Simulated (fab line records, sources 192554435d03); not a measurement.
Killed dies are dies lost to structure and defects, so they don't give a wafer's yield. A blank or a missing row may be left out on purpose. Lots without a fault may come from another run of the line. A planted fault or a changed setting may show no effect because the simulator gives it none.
Chamber matching | flow n5_finfet | N5_BEOL_M1_ETCH_64 on rie_diel-05: 4 sister chambers
The step etches SOC in N2/H2, target depth 75 nm, overetch 15 nm, time 112.5 s. 8 wafers are shown with their chamber, then 8 later ones without.

WAFERS WITH THEIR CHAMBER
wafer  | chamber | throttle_valve_pct (%) | oes_product_au (a.u.)
L080.1 | 2       | 17.91                  | 0.56
L082.4 | 2       | 17.93                  | 0.56
L090.1 | 1       | 18.08                  | 0.55
L090.5 | 0       | 17.99                  | 0.54
L091.1 | 0       | 18.00                  | 0.54
L091.4 | 3       | 18.30                  | 0.57
L091.5 | 1       | 18.08                  | 0.55
L095.3 | 3       | 18.31                  | 0.56

WAFERS WITHOUT THEIR CHAMBER
wafer  | throttle_valve_pct (%) | oes_product_au (a.u.)
L095.5 | 18.01                  | 0.54
L095.6 | 18.31                  | 0.57
L094.1 | 18.31                  | 0.56
L094.5 | 18.30                  | 0.56
L094.6 | 17.52                  | 0.74
L096.1 | 18.00                  | 0.53
L096.3 | 17.50                  | 0.73
L096.5 | 18.02                  | 0.54

WHICH CHAMBER EACH WENT THROUGH
wafer  | from the rows above | in truth
L095.5 | 0                   | 0
L095.6 | 3                   | 3
L094.1 | 3                   | 3
L094.5 | 3                   | 3
L094.6 | 2                   | 2
L096.1 | 0                   | 0
L096.3 | 2                   | 2
L096.5 | 0                   | 0
Placed correctly: 8 of 8. Can't be placed from these rows: 0. Placed wrongly: 0.
How it was worked out, from the rows above alone: a wafer's distance from a chamber is the root of the sum, over the readings, of the square of ((its reading less the chamber's mean) divided by the reading's scatter). The wafer belongs to the nearest chamber; if the next one is less than 2 further off, it can't be placed. A chamber's mean is the mean of its shown wafers. The scatter: the root of (the sum of the squares of (reading less its chamber's mean) over the shown wafers, divided by (wafers less chambers)).
